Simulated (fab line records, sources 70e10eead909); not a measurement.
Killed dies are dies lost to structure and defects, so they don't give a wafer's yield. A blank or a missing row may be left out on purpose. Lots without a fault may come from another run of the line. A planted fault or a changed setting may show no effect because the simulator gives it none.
A struck lot beside a sound one | flow nand_harc | 13 steps out of a route of 1302
Sound: wafers L670.2, L670.3, L670.6. Struck: wafers L680.2, L680.3, L680.5. The cause comes at the end.
At each step with rows: each side's tool, then ch and its chambers, then its first start. Under that, the readings that differ: sound wafers | struck wafers | difference of the means | sigmas: that difference in standard deviations of wafers without a fault.
alike: readings whose means differ by less than 2 such deviations, and words and numbers that are the same on both sides. not compared: withheld readings, readings that some wafer has no value for, bounds like >300 that may hide the same value, and numbers for which the record gives no deviation and whose values overlap.
The two part at a step that has a row with sigmas, a row that says differs or no value, or rows on one side only. Numbers that don't overlap but have no deviation are shown without sigmas and don't part them. A reading that every wafer of one side lacks parts them only if that side has two wafers or more.

first, 1 step without rows for these wafers: NHARC_A_WL_FILL_CVD_03 (deposits W, target thk 40 nm, time 279 s).
NHARC_A_WL_FILL_ETCHBACK_04: etches the open film in NF3, target depth 60 nm, time 120 s.
  sound on rie_metal-02 ch 0, day 23 21:34; struck on rie_metal-03 ch 0,1, day 27 14:28
  alike: drypump_motor_current_A, oes_product_au, run_length_s
  not compared: rf_hours_counter_h
NHARC_A_WL_FILL_ETCHBACK_05: etches the open film in Cl2/BCl3, target depth 22 nm, time 60 s.
  sound on rie_metal-02 ch 0,1, day 23 21:46; struck on rie_metal-03 ch 0, day 27 14:40
  alike: drypump_motor_current_A, oes_product_au, run_length_s
  not compared: rf_hours_counter_h
NHARC_A_WL_FILL_STRIP_27: strips in N2/H2, time 20 s.
  sound on plasma_asher-02 ch 0,1, day 23 21:55; struck on plasma_asher-02 ch 1, day 27 14:50
  alike: drypump_motor_current_A, heater_power_w
  not compared: rf_hours_counter_h
then, 4 steps without rows for these wafers: NHARC_A_WL_FILL_STRIP_28 (strips in post etch residue remover, time 1200 s); NHARC_A_WL_FILL_PRECLEAN_06 (cleans in DIW, time 300 s); NHARC_A_WL_FILL_SRD_07; NHARC_A_WL_FILL_ANNEAL_08 (time 1800 s).
NHARC_A_WL_FILL_ALD_10: deposits SiO2, target thk 50 nm, pulse time 10 s, ald cycles 500.
  sound on ald_hk-02 ch 0,1,3, day 24 04:28; struck on ald_hk-04 ch 0,1,2, day 27 21:13
  alike: heater_power_w, precursor_pulse_height_rel
  not compared: since_wet_clean_h
NHARC_A_WL_FILL_ETCHBACK_16: etches the open film in C4F8/O2/Ar, target depth 120 nm, time 24 s.
  sound on rie_diel-13 ch 1,3; struck on rie_diel-13 ch 0,2,3
  alike: oes_product_au, rf_vpp_V, run_length_s
  not compared: rf_hours_counter_h
then, 1 step without rows for these wafers: NHARC_A_WL_FILL_STRIP_29 (strips in O2, time 20 s).
NHARC_A_WL_FILL_ETCHBACK_17: etches the open film in Cl2/BCl3, target depth 4 nm, time 26.7 s.
  sound on rie_metal-01 ch 1, day 24 08:17; struck on rie_metal-03 ch 0,1, day 28 01:00
  reading                     | sound          | struck         | difference | sigmas
  drypump_motor_current_A (A) | 5.97 5.96 5.96 | 5.61 5.60 5.60 | -0.36      | -3
  run_length_s (s)            | 48.0 47.7 48.1 | 39.0 39.7 40.6 | -8.2       | -17
  alike: oes_product_au
  not compared: rf_hours_counter_h
then, 1 step without rows for these wafers: NHARC_A_WL_FILL_PRECLEAN_18 (cleans in dHF, time 30 s).

WHERE THEY PART
Only at NHARC_A_WL_FILL_ETCHBACK_17, within this record.

WHY: what the simulator had put in
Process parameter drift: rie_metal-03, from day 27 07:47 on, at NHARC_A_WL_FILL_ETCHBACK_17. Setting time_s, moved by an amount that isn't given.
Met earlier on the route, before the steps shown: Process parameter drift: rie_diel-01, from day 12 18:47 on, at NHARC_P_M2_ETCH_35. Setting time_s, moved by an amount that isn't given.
